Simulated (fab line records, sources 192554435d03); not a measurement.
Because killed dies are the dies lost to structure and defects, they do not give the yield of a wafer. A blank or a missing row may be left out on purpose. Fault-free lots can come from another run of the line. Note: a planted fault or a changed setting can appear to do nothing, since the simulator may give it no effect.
Matching of chambers    flow n5-finfet    N5_BEOL_M7_CURE_74 on uv-cure-03: 3 sister chambers
The step cures SiCOH lowk, time 240 s. 3 wafers are shown with their chamber, then 9 later ones without.

## WAFERS WITH THEIR CHAMBER
wafer   chamber  wafer_temp_C_max
L075.5  1        385.7
L084.6  0        387.2
L085.6  2        385.9

## WAFERS WITH NO CHAMBER GIVEN
wafer   wafer_temp_C_max
L085.2  386.0
L085.4  386.1
L085.5  385.8
L090.2  385.9
L090.4  386.0
L090.6  386.0
L094.2  386.3
L094.4  386.5
L094.6  386.2

## WHICH CHAMBER EACH ONE RAN IN
wafer   from the rows above           in truth
L085.2  can't be placed: 2 or 1       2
L085.4  can't be placed: 2 or 1       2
L085.5  can't be placed: 2 or 1       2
L090.2  can't be placed: 2 or 1       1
L090.4  can't be placed: 2 or 1       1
L090.6  can't be placed: 2 or 1       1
L094.2  can't be placed: 2 or 1 or 0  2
L094.4  can't be placed: 2 or 0 or 1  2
L094.6  can't be placed: 2 or 1       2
0 of 9 placed correctly. Unplaceable from these rows: 9, with the true chamber sitting among the candidates in 9. 0 placed wrongly.
How it was worked out, from the rows above alone: a wafer's distance from a chamber is the root of the sum, over the readings, of the square of ((its reading less the chamber's mean) divided by the reading's scatter). The wafer belongs to the nearest chamber; if the next one is less than 2 further off, it can't be placed. For every chamber, the mean is computed from those of its wafers that are shown. The scatter: with one shown wafer a chamber, the root of the mean of the squares of how far each hidden wafer lies from its nearest shown one.
